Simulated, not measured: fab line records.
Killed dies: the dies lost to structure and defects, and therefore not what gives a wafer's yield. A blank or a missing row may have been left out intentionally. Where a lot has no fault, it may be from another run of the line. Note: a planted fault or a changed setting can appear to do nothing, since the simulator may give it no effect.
fab line records | flow nand_harc
[record] lots = 12 | wafers = 34 | last_day = 33
route steps=1302 shown A_STAIRCASE@785 END@1302
lots that met no fault: taken from a fault-free run of the same line
start_h: start of the lot's first displayed wafer, in hours after the record's first day | wait_h: hours from the lot's prior step to this one | " the same as in the row above | L1.1+2: a single row standing in for several wafers | - either no value or no given start | * or withheld: withheld | < > ~ a bound
route shown NAME@n: NAME is a module with steps in the file, n the number in the route of the first one | usual: average and standard deviation across the fault-free wafers | same: alike in all rows | chamber/n: place in a boat | sites: per-site readings | _std_site: the values' standard deviation | _edge_site: outer sites' mean less inner sites' | radius_mm: for every site, how far away it sits from the centre of the wafer | mask NAME#n: copy n | behind: the tool/chamber that last shaped the wafer | hold: why the lot was held/for how many hours/how that ended | device: the transistor (n, p or np) that didn't switch | end of line: at the end of the route, the tests of the same wafers | a step given without rows: its recipe and nothing more | killed: the dies lost at the first sort to structure and to defects; this is not the yield of the wafer | map: a wafer's dies, x killed, . not, _ none there
set.NAME: the run value of the setting; set.NAME@STEP: its run value at that earlier step | model.NAME: the simulator's own value behind a step, which no gauge read
route steps across a sampled set of lots; one table per step, one row per wafer
services: the hour from which a tool's chamber was out of use, counted from the record's first day as start_h (under 0 if before that day), plus the number of hours and why
[[steps]]
[step NHARC_A_STAIRCASE_ETCH_271]
[recipe] cf4_flow_sccm = 100 | chf3_flow_sccm = 30 | ar_flow_sccm = 0 | rf_w = 500 | bias_w = 200 | chemistry = CF4/CHF3
[usual] drypump_motor_current_A = 5.8/0.34 | oes_product_au = 0.960/0.025 | rf_vpp_V = 371.2/2.5 | showerhead_plenum_p_Torr = 1.60/0.069 | throttle_valve_pct = 16.803/0.0086
lot.wafer | tool        | chamber | start_h | wait_h | drypump_motor_current_A | oes_product_au | rf_hours_counter_h | rf_vpp_V | showerhead_plenum_p_Torr | throttle_valve_pct
L361.3    | rie_diel-12 | 0       | 364.23  | 0.1    | 6.3                     | 0.971          | 23                 | 374.9    | 1.69                     | 16.797
L361.1    | "           | 1       | "       | "      | 5.8                     | 0.950          | 23                 | 375.3    | 1.67                     | 16.804
L361.5    | "           | 0       | "       | "      | 6.3                     | 0.955          | -                  | 375.9    | 1.69                     | 16.783
L362.2    | rie_diel-12 | 0       | 374.92  | 0.1    | 6.3                     | 0.971          | 27                 | 375.6    | 1.69                     | 16.801
L362.4    | "           | 1       | "       | "      | 5.8                     | 0.970          | 27                 | 372.8    | 1.66                     | 16.787
L362.5    | "           | 0       | "       | "      | 6.3                     | 0.965          | -                  | 374.1    | 1.69                     | 16.799
L363.4    | rie_diel-01 | 1       | 380.32  | 0.1    | 5.6                     | 0.925          | 50                 | 373.6    | 1.64                     | 16.807
L363.5    | "           | 3       | "       | "      | 5.8                     | 0.929          | -                  | 366.6    | 1.50                     | 16.802
L363.6    | "           | 0       | "       | "      | 5.7                     | 0.920          | -                  | 370.7    | 1.60                     | 16.804
L366.1    | rie_diel-12 | 0       | 422.14  | 0.1    | 6.3                     | 0.970          | 39                 | 374.1    | 1.69                     | 16.794
L366.2    | "           | 1       | "       | "      | 5.8                     | 0.977          | 40                 | 374.9    | 1.66                     | 16.806
L366.4    | "           | 2       | "       | "      | 5.3                     | 0.974          | 40                 | 370.2    | 1.54                     | 16.794
L372.4    | rie_diel-01 | 3       | 484.28  | 0.1    | 5.8                     | 0.981          | 34                 | 367.5    | 1.49                     | 16.803
L372.1    | "           | 2       | "       | "      | 5.9                     | 0.953          | 32                 | 370.9    | 1.55                     | 16.811
L372.6    | "           | 0       | "       | "      | 5.7                     | 0.984          | -                  | 370.9    | 1.59                     | 16.809
L374.4    | rie_diel-01 | 3       | 506.35  | 0.1    | 5.8                     | 0.929          | 41                 | 367.3    | 1.49                     | 16.801
L374.1    | "           | 1       | "       | "      | 5.6                     | 0.928          | 41                 | 372.3    | 1.63                     | 16.799
L374.5    | "           | 3       | "       | "      | 5.8                     | 0.935          | -                  | 368.7    | 1.49                     | 16.800
L377.3    | rie_diel-04 | 3       | 528.19  | 0.1    | 5.5                     | 0.974          | 44                 | 366.9    | 1.46                     | 16.785
L377.2    | "           | 1       | "       | "      | 5.7                     | 0.972          | 42                 | 368.8    | 1.55                     | 16.805
L377.5    | "           | 3       | "       | "      | 5.5                     | 0.972          | -                  | 366.3    | 1.46                     | 16.809
L379.3    | rie_diel-01 | 2       | 541.99  | 0.1    | 5.9                     | 0.921          | 49                 | 369.5    | 1.55                     | 16.789
L379.2    | "           | 1       | "       | "      | 5.6                     | 0.944          | 53                 | 374.5    | 1.62                     | 16.798
L379.5    | "           | 3       | "       | "      | 5.8                     | 0.942          | -                  | 366.9    | 1.48                     | 16.788
L378.4    | rie_diel-01 | 0       | 543.72  | 0.1    | 5.7                     | 0.931          | 61                 | 371.4    | 1.58                     | 16.804
L378.5    | "           | 3       | "       | "      | 5.8                     | 0.934          | -                  | 369.7    | 1.48                     | 16.815
L378.6    | "           | 0       | "       | "      | 5.7                     | 0.931          | -                  | 369.9    | 1.58                     | 16.813
L380.3    | rie_diel-01 | 2       | 550.29  | 0.1    | 5.9                     | 0.953          | 52                 | 370.4    | 1.55                     | 16.801
L383.2    | rie_diel-12 | 2       | 595.48  | 0.1    | 5.3                     | 0.980          | 43                 | 367.4    | 1.53                     | 16.820
L383.5    | "           | 2       | "       | "      | 5.3                     | 0.977          | -                  | 370.1    | 1.53                     | 16.807
L383.6    | "           | 3       | "       | "      | 5.6                     | 0.947          | -                  | 371.9    | 1.59                     | 16.820
L384.1    | rie_diel-12 | 3       | 598.07  | 0.1    | 5.6                     | 0.967          | 41                 | 371.6    | 1.59                     | 16.796
L384.4    | "           | 0       | "       | "      | 6.3                     | 0.967          | 33                 | 373.9    | 1.68                     | 16.806
L384.2    | "           | 1       | "       | "      | 5.8                     | 0.978          | 46                 | 372.0    | 1.65                     | 16.803
[step NHARC_A_STAIRCASE_DEP_280]
[recipe] target_thk_a = 300 | target_thk_nm = 30 | temp_c = 400 | pressure_torr = 3.5 | flow_sccm = 200 | rf_w = 350 | material = SiON
[usual] heater_power_w = 701/66 | rf_fwd_power_W = 348.5/1.2 | showerhead_vpp_V = 1149/53
lot.wafer | tool     | chamber | start_h | wait_h | heater_power_w | rf_fwd_power_W | showerhead_vpp_V
L361.1    | pecvd-02 | 1       | 370.73  | 1.6    | 653            | 348.3          | 1063
L361.3    | "        | 2       | "       | "      | 587            | 347.3          | 1122
L361.5    | "        | 0       | "       | "      | 707            | 347.1          | 1123
L362.2    | pecvd-02 | 1       | 383.95  | 1.3    | 699            | 350.3          | 1031
L362.4    | "        | 2       | "       | "      | 710            | 347.4          | 1123
L362.5    | "        | 0       | "       | "      | 638            | 346.5          | 1133
L363.6    | pecvd-02 | 0       | 385.85  | 0.1    | 608            | 345.9          | 1124
L363.4    | "        | 1       | "       | "      | 604            | 348.2          | 1051
L363.5    | "        | 2       | "       | "      | 700            | 349.1          | 1139
L366.2    | pecvd-04 | 2       | 429.37  | 1.3    | 620            | 348.4          | 1177
L366.1    | "        | 0       | "       | "      | 706            | 351.4          | 1161
L366.4    | "        | 1       | "       | "      | 672            | 349.0          | 1144
L372.1    | pecvd-04 | 0       | 492.47  | 1.6    | 711            | 349.5          | 1132
L372.6    | "        | 1       | "       | "      | 652            | 349.6          | 1127
L372.4    | "        | 2       | "       | "      | 678            | 348.8          | 1161
L374.1    | pecvd-04 | 2       | 513.59  | 1.6    | 681            | 347.2          | 1160
L374.4    | "        | 0       | "       | "      | 772            | 348.5          | 1138
L374.5    | "        | 2       | "       | "      | 681            | 346.3          | 1164
L377.3    | pecvd-01 | 1       | 533.09  | 0.9    | 820            | 349.5          | 1234
L377.2    | "        | 0       | "       | "      | 827            | 349.0          | 1239
L377.5    | "        | 0       | "       | "      | 837            | 349.5          | 1259
L379.2    | pecvd-04 | 2       | 549.89  | 1.3    | 656            | 348.3          | 1191
L379.3    | "        | 0       | "       | "      | 847            | 207.7          | 892
L379.5    | "        | 2       | "       | "      | 677            | 349.4          | 1176
L378.5    | pecvd-04 | 2       | 550.89  | 0.4    | 662            | 349.0          | 1163
L378.4    | "        | 0       | "       | "      | 758            | 208.9          | 890
L378.6    | "        | 1       | "       | "      | 642            | 350.2          | 1119
L380.3    | pecvd-04 | 0       | 555.66  | 1.0    | 872            | 207.4          | 883
L383.2    | pecvd-01 | 1       | 600.50  | 1.3    | 723            | 349.6          | 1221
L383.5    | "        | 1       | "       | "      | 713            | 347.4          | 1244
L383.6    | "        | 2       | "       | "      | 803            | 347.9          | 1138
L384.2    | pecvd-02 | 1       | 602.87  | 1.2    | 658            | 348.3          | 1062
L384.1    | "        | 2       | "       | "      | 741            | 346.8          | 1140
L384.4    | "        | 2       | "       | "      | 737            | 348.9          | 1122
[step NHARC_A_STAIRCASE_DESCUM_291]
[recipe] time_s = 3 | o2_flow_sccm = 200 | ar_flow_sccm = 0 | bias_power_w = 0 | chemistry = O2
[usual] drypump_motor_current_A = 5.7/0.41 | oes_product_au = 1.004/0.0096 | rf_vpp_V = 57.9/0.95 | showerhead_plenum_p_Torr = 1.94/0.094 | throttle_valve_pct = 11.311/0.0091
lot.wafer | tool        | chamber | start_h | wait_h | drypump_motor_current_A | oes_product_au | rf_hours_counter_h | rf_vpp_V | showerhead_plenum_p_Torr | throttle_valve_pct
L361.1    | rie_diel-01 | 0       | 371.68  | -      | 5.7                     | 0.999          | 49                 | 58.0     | 1.94                     | 11.312
L361.3    | "           | 1       | "       | "      | 5.6                     | 0.996          | 48                 | 58.4     | 2.00                     | 11.315
L361.5    | "           | 1       | "       | "      | 5.6                     | 0.997          | -                  | 56.4     | 2.00                     | 11.315
L362.4    | rie_diel-12 | 3       | 384.75  | -      | 5.7                     | 0.996          | 29                 | 58.1     | 1.96                     | 11.306
L362.2    | "           | 1       | "       | "      | 5.8                     | 1.018          | 28                 | 57.9     | 2.03                     | 11.305
L362.5    | "           | 3       | "       | "      | 5.7                     | 1.006          | -                  | 57.2     | 1.96                     | 11.299
L363.4    | rie_diel-12 | 1       | 386.78  | -      | 5.8                     | 1.014          | 28                 | 56.8     | 2.03                     | 11.312
L363.6    | "           | 0       | "       | "      | 6.3                     | 1.016          | -                  | 57.8     | 2.07                     | 11.306
L363.5    | "           | 1       | "       | "      | 5.8                     | 1.009          | -                  | 57.9     | 2.03                     | 11.313
L366.2    | rie_diel-04 | 1       | 430.33  | -      | 5.8                     | 1.017          | 21                 | 59.2     | 1.89                     | 11.297
L366.1    | "           | 2       | "       | "      | 5.1                     | 0.994          | 21                 | 58.3     | 2.05                     | 11.310
L366.4    | "           | 3       | "       | "      | 5.5                     | 0.998          | 18                 | 58.3     | 1.78                     | 11.324
L372.1    | rie_diel-04 | 0       | 493.27  | -      | 6.7                     | 1.006          | 39                 | 57.7     | 2.06                     | 11.315
L372.4    | "           | 2       | "       | "      | 5.1                     | 1.009          | 41                 | 59.1     | 2.04                     | 11.315
L372.6    | "           | 0       | "       | "      | 6.7                     | 1.000          | -                  | 58.4     | 2.06                     | 11.319
L374.4    | rie_diel-01 | 1       | 514.51  | -      | 5.6                     | 1.014          | 44                 | 59.6     | 1.98                     | 11.324
L374.1    | "           | 2       | "       | "      | 5.9                     | 0.985          | 40                 | 56.9     | 1.88                     | 11.308
L374.5    | "           | 2       | "       | "      | 5.9                     | 0.994          | -                  | 58.7     | 1.88                     | 11.308
L377.3    | rie_diel-12 | 2       | 534.08  | -      | 5.3                     | 0.989          | 21                 | 57.4     | 1.86                     | 11.301
L377.2    | "           | 3       | "       | "      | 5.6                     | 1.000          | 20                 | 56.1     | 1.94                     | 11.291
L377.5    | "           | 1       | "       | "      | 5.8                     | 0.994          | -                  | 59.1     | 2.01                     | 11.316
L379.3    | rie_diel-01 | 2       | 550.73  | -      | 5.9                     | 0.997          | 53                 | 56.7     | 1.88                     | 11.316
L379.2    | "           | 3       | "       | "      | 5.8                     | 1.001          | 59                 | 56.3     | 1.80                     | 11.318
L379.5    | "           | 2       | "       | "      | 5.9                     | 0.994          | -                  | 57.8     | 1.88                     | 11.311
L378.4    | rie_diel-04 | 0       | 551.88  | -      | 6.7                     | 1.006          | 3                  | 58.2     | 2.06                     | 11.326
L378.6    | "           | 1       | "       | "      | 5.7                     | 1.013          | -                  | 57.6     | 1.88                     | 11.310
L378.5    | "           | 2       | "       | "      | 5.1                     | 1.000          | -                  | 59.3     | 2.04                     | 11.314
L380.3    | rie_diel-12 | 3       | 556.67  | -      | 5.7                     | 0.993          | 28                 | 56.9     | 1.94                     | 11.294
L383.2    | rie_diel-04 | 3       | 601.45  | -      | 5.5                     | 1.001          | 26                 | 58.3     | 2.07                     | 11.296
L383.5    | "           | 2       | "       | "      | 5.1                     | 0.989          | -                  | 56.7     | 2.03                     | 11.304
L383.6    | "           | 3       | "       | "      | 5.5                     | 1.000          | -                  | 58.9     | 2.07                     | 11.319
L384.2    | rie_diel-01 | 0       | 603.72  | -      | 5.7                     | 1.003          | 8                  | 57.6     | 1.92                     | 11.301
L384.1    | "           | 1       | "       | "      | 5.6                     | 0.994          | 8                  | 57.4     | 1.97                     | 11.316
L384.4    | "           | 2       | "       | "      | 5.9                     | 0.989          | 11                 | 56.9     | 1.88                     | 11.319
[step NHARC_A_STAIRCASE_ETCH_292]
[recipe] cf4_flow_sccm = 100 | chf3_flow_sccm = 30 | ar_flow_sccm = 0 | rf_w = 500 | bias_w = 200 | chemistry = CF4/CHF3
[usual] drypump_motor_current_A = 5.7/0.4 | oes_product_au = 0.936/0.019 | rf_vpp_V = 371.3/2.5 | showerhead_plenum_p_Torr = 1.59/0.072 | throttle_valve_pct = 16.803/0.0078
lot.wafer | tool        | chamber | start_h | wait_h | drypump_motor_current_A | oes_product_au | rf_hours_counter_h | rf_vpp_V | showerhead_plenum_p_Torr | throttle_valve_pct
L361.1    | rie_diel-01 | 2       | 371.78  | 0.1    | 5.9                     | 0.906          | 49                 | 370.4    | 1.56                     | 16.787
L361.3    | "           | 3       | "       | "      | 5.7                     | 0.930          | 53                 | 367.2    | 1.50                     | 16.797
L361.5    | "           | 0       | "       | "      | 5.7                     | 0.920          | -                  | 371.6    | 1.60                     | 16.797
L362.2    | rie_diel-12 | 2       | 384.85  | 0.1    | 5.3                     | 0.919          | 29                 | 370.0    | 1.54                     | 16.788
L362.4    | "           | 3       | "       | "      | 5.6                     | 0.920          | 29                 | 370.8    | 1.61                     | 16.795
L362.5    | "           | 1       | "       | "      | 5.8                     | 0.933          | -                  | 373.0    | 1.66                     | 16.813
L363.4    | rie_diel-12 | 2       | 386.88  | 0.1    | 5.3                     | 0.921          | 29                 | 368.9    | 1.54                     | 16.807
L363.6    | "           | 3       | "       | "      | 5.7                     | 0.921          | -                  | 370.2    | 1.61                     | 16.794
L363.5    | "           | 0       | "       | "      | 6.3                     | 0.929          | -                  | 374.3    | 1.69                     | 16.799
L366.1    | rie_diel-04 | 3       | 430.40  | 0.1    | 5.5                     | 0.922          | 18                 | 367.0    | 1.47                     | 16.809
L366.2    | "           | 1       | "       | "      | 5.8                     | 0.933          | 21                 | 371.6    | 1.55                     | 16.816
L366.4    | "           | 2       | "       | "      | 5.1                     | 0.934          | 21                 | 374.5    | 1.68                     | 16.809
L372.4    | rie_diel-04 | 0       | 493.35  | 0.1    | 6.7                     | 0.928          | 39                 | 374.4    | 1.69                     | 16.809
L372.1    | "           | 3       | "       | "      | 5.5                     | 0.934          | 33                 | 366.1    | 1.46                     | 16.805
L372.6    | "           | 0       | "       | "      | 6.7                     | 0.924          | -                  | 373.3    | 1.69                     | 16.807
L374.1    | rie_diel-01 | 3       | 514.65  | 0.1    | 5.8                     | 0.944          | 44                 | 367.7    | 1.48                     | 16.803
L374.4    | "           | 1       | "       | "      | 5.6                     | 0.932          | 44                 | 372.5    | 1.63                     | 16.795
L374.5    | "           | 3       | "       | "      | 5.8                     | 0.936          | -                  | 369.1    | 1.48                     | 16.800
L377.2    | rie_diel-12 | 3       | 534.17  | 0.1    | 5.6                     | 0.921          | 20                 | 371.4    | 1.60                     | 16.796
L377.3    | "           | 1       | "       | "      | 5.7                     | 0.915          | 25                 | 372.4    | 1.65                     | 16.809
L377.5    | "           | 2       | "       | "      | 5.3                     | 0.929          | -                  | 370.1    | 1.53                     | 16.811
L379.3    | rie_diel-01 | 3       | 550.82  | 0.1    | 5.8                     | 0.938          | 59                 | 368.8    | 1.48                     | 16.806
L379.2    | "           | 1       | "       | "      | 5.6                     | 0.928          | 58                 | 370.9    | 1.62                     | 16.808
L379.5    | "           | 3       | "       | "      | 5.8                     | 0.928          | -                  | 367.2    | 1.48                     | 16.811
L378.4    | rie_diel-04 | 0       | 552.13  | 0.2    | 6.7                     | 0.956          | 4                  | 375.2    | 1.69                     | 16.803
L378.5    | "           | 0       | "       | "      | 6.6                     | 0.945          | -                  | 372.8    | 1.69                     | 16.807
L378.6    | "           | 1       | "       | "      | 5.7                     | 0.945          | -                  | 369.2    | 1.55                     | 16.794
L380.3    | rie_diel-12 | 3       | 556.76  | 0.1    | 5.7                     | 0.927          | 28                 | 370.6    | 1.59                     | 16.790
L383.2    | rie_diel-04 | 0       | 601.55  | 0.1    | 6.7                     | 0.939          | 21                 | 375.1    | 1.68                     | 16.798
L383.5    | "           | 2       | "       | "      | 5.1                     | 0.931          | -                  | 372.0    | 1.67                     | 16.800
L383.6    | "           | 3       | "       | "      | 5.5                     | 0.923          | -                  | 374.1    | 1.69                     | 16.798
L384.4    | rie_diel-01 | 2       | 603.81  | 0.1    | 5.9                     | 0.916          | 11                 | 370.2    | 1.54                     | 16.816
L384.1    | "           | 0       | "       | "      | 5.7                     | 0.936          | 8                  | 371.5    | 1.58                     | 16.805
L384.2    | "           | 1       | "       | "      | 5.6                     | 0.918          | 8                  | 373.7    | 1.62                     | 16.804
[step NHARC_END_SORT_01]
[recipe] temp_c = 25
[usual] killed_at_array = 53/21 | killed_at_other = 0.8/1.1 | killed_at_periphery = 4.2/2.7 | killed_dies = 58/22 | killed_open = 3.4/1.9 | killed_short = 2.5/1.6
[same] gross_dies = 677
lot.wafer | tool      | chamber | start_h | wait_h | killed_at_array | killed_at_other | killed_at_periphery | killed_dies | killed_open | killed_short
L366.1    | prober-01 | 0       | 621.14  | 2.5    | 76              | 0               | 1                   | 77          | 3           | 0
L366.2    | prober-01 | 0       | 621.95  | 2.8    | 68              | 1               | 4                   | 73          | 3           | 3
L366.4    | prober-01 | 0       | 623.57  | 3.4    | 83              | 0               | 2                   | 85          | 5           | 6
L379.2    | prober-01 | 0       | 759.66  | 2.8    | 26              | 0               | 3                   | 29          | 2           | 0
L379.3    | prober-01 | 0       | 760.44  | 3.0    | 30              | 0               | 8                   | 38          | 3           | 0
L379.5    | prober-01 | 0       | 762.01  | 3.6    | 29              | 0               | 5                   | 34          | 2           | 3
// killed by level:class
L366.1 A_CHANNEL_HOLE_D2:chamber_film_flake=33 A_SLIT:chamber_film_flake=28 A_CONTACT:chamber_film_flake=5 A_CHANNEL_HOLE_D1:chamber_film_flake=3 A_CHANNEL_FILL_D2:geometric_particle:open=2 A_ONON_D2:geometric_particle:open=1 P_ZERO_WELL:chamber_film_flake=1 A_ZERO_WELL:chamber_film_flake=1
L366.2 A_CHANNEL_HOLE_D2:chamber_film_flake=32 A_SLIT:chamber_film_flake=25 P_CONTACT:geometric_particle:open=2 A_ZERO_WELL:chamber_film_flake=2 A_WL_FILL:chamber_film_flake=2 A_CONTACT:chamber_film_flake=2 P_STI:geometric_particle:short=1 A_CHANNEL_HOLE_D1:geometric_particle:short=1
L366.4 A_CHANNEL_HOLE_D2:chamber_film_flake=31 A_SLIT:chamber_film_flake=25 A_CONTACT:chamber_film_flake=7 A_CHANNEL_HOLE_D1:chamber_film_flake=4 A_M1:chamber_film_flake=3 A_ONON_D1:geometric_particle:short=2 A_CHANNEL_FILL_D2:geometric_particle:short=2 A_STAIRCASE:chamber_film_flake=2
L379.2 A_CHANNEL_HOLE_D1:chamber_film_flake=16 A_ZERO_WELL:chamber_film_flake=3 A_STAIRCASE:chamber_film_flake=2 P_M0:geometric_particle:open=1 A_SGD_CUT:geometric_particle:open=1 P_STI:chamber_film_flake=1 P_BONDPAD:chamber_film_flake=1 A_SGD_CUT:chamber_film_flake=1
L379.3 A_CHANNEL_HOLE_D1:chamber_film_flake=11 A_ZERO_WELL:chamber_film_flake=6 A_CONTACT:chamber_film_flake=5 A_STAIRCASE:chamber_film_flake=4 P_GATE:chamber_film_flake=3 A_SLIT:chamber_film_flake=3 P_CONTACT:geometric_particle:open=2 P_BONDPAD:chamber_film_flake=2
L379.5 A_CHANNEL_HOLE_D1:chamber_film_flake=14 A_SLIT:chamber_film_flake=6 P_M0:geometric_particle:short=2 A_ZERO_WELL:chamber_film_flake=2 P_CONTACT:geometric_particle:open=1 A_SOURCE_PLATE:geometric_particle:open=1 A_ONON_D1:geometric_particle:short=1 P_ZERO_WELL:chamber_film_flake=1
[[services]]
tool        | chamber | start_h | hours | kind
rie_diel-04 | 0       | 344.27  | 10.1  | repair
pecvd-04    | -       | 348.03  | 1.6   | repair
rie_diel-04 | -       | 358.78  | 9.0   | pm
pecvd-04    | 2       | 365.11  | 5.7   | repair
pecvd-04    | -       | 371.36  | 0.7   | repair
rie_diel-01 | -       | 383.99  | 9.0   | pm
rie_diel-01 | 0       | 404.83  | 2.1   | repair
rie_diel-12 | -       | 407.18  | 1.1   | repair
pecvd-02    | -       | 408.23  | 13.0  | pm
pecvd-01    | 2       | 411.19  | 17.1  | repair
rie_diel-12 | 3       | 411.25  | 2.0   | repair
rie_diel-12 | 2       | 417.94  | 1.3   | repair
pecvd-02    | 0       | 433.99  | 2.5   | repair
rie_diel-12 | -       | 446.86  | 9.0   | pm
pecvd-04    | -       | 450.12  | 13.0  | pm
rie_diel-04 | 2       | 456.93  | 5.6   | repair
rie_diel-04 | -       | 486.02  | 0.6   | repair
rie_diel-12 | 0       | 490.37  | 19.8  | repair
pecvd-01    | -       | 492.00  | 13.0  | pm
rie_diel-04 | -       | 535.83  | 9.0   | pm
rie_diel-01 | -       | 560.99  | 9.0   | pm
rie_diel-12 | 1       | 571.07  | 4.2   | repair
pecvd-02    | -       | 589.23  | 13.0  | pm
rie_diel-12 | 0       | 589.88  | 5.1   | repair
[[key]]
[first_sign] step = NHARC_A_STAIRCASE_DEP_280 | reading = rf_fwd_power_W | direction = down | sigmas = 99+ | usual = * | struck = *
[effect] step = NHARC_A_STAIRCASE_DEP_280 | reading = showerhead_vpp_V | direction = down | sigmas = 5 | usual = 1149 | struck = 888
met_at NHARC_A_STAIRCASE_DEP_280
struck_lots L378,L379,L380
struck_wafers L378.4,L379.3,L380.3
tester_left_out L378,L379,L380
not_acting_at NHARC_A_STAIRCASE_ETCH_271,NHARC_A_STAIRCASE_DESCUM_291,NHARC_A_STAIRCASE_ETCH_292
onset_between 513.59 549.89
[fault] kind = process_parameter_drift | tool = pecvd-04 | chamber = 0 | onset_h = 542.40 | steps = NHARC_A_STAIRCASE_DEP_280 | channel = rf_w | offset = * | shape = step | end_h = 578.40 | acts_in = * | stated = *
// tester_left_out: of these lots the tester's yield and bins aren't shown, on N5 and GAA mostly nor the transistor test; their killed dies are dies lost to structure and defects alone, not to doping, threshold or leakage, so they don't give the yield
